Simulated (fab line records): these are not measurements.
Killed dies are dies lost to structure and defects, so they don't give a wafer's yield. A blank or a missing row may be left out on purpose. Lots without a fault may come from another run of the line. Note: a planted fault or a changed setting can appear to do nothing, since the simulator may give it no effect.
Chamber matching | flow n5-finfet | N5_STI_FIN_REVEAL_ALD_00 on ald-sin-03: 4 sister chambers
The step deposits SiO2, target thk 1 nm, pulse time 1 s. 4 wafers are shown with their chamber, then 7 later ones without.

== WAFERS, EACH WITH ITS CHAMBER ==
wafer  | chamber | heater-power-outer-w (W)
L079.5 | 2       | 243
L083.2 | 1       | 284
L089.1 | 0       | 220
L089.5 | 3       | 276

== WAFERS WITHOUT THEIR CHAMBER ==
wafer  | heater-power-outer-w (W)
L089.6 | 216
L093.3 | 288
L093.4 | 216
L093.6 | 294
L094.1 | 264
L094.2 | 291
L094.5 | 222

== EACH ONE'S CHAMBER ==
wafer  | from the rows above          | in truth
L089.6 | 0                            | 0
L093.3 | can't be placed: 1 or 3      | 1
L093.4 | 0                            | 0
L093.6 | can't be placed: 1 or 3      | 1
L094.1 | can't be placed: 3 or 1 or 2 | 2
L094.2 | can't be placed: 1 or 3      | 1
L094.5 | 0                            | 0
3 of 7 placed correctly. These rows do not allow placing 4 (true chamber among the candidates in 4). 0 placed wrongly.
How it was worked out, from the rows above alone: a wafer's distance from a chamber is the root of the sum, over the readings, of the square of ((its reading less the chamber's mean) divided by the reading's scatter). The wafer belongs to the nearest chamber; if the next one is less than 2 further off, it can't be placed. Each chamber's mean is taken over the wafers shown for it. The scatter: root of mean squared gap, hidden wafer to nearest shown wafer, with one shown wafer a chamber.
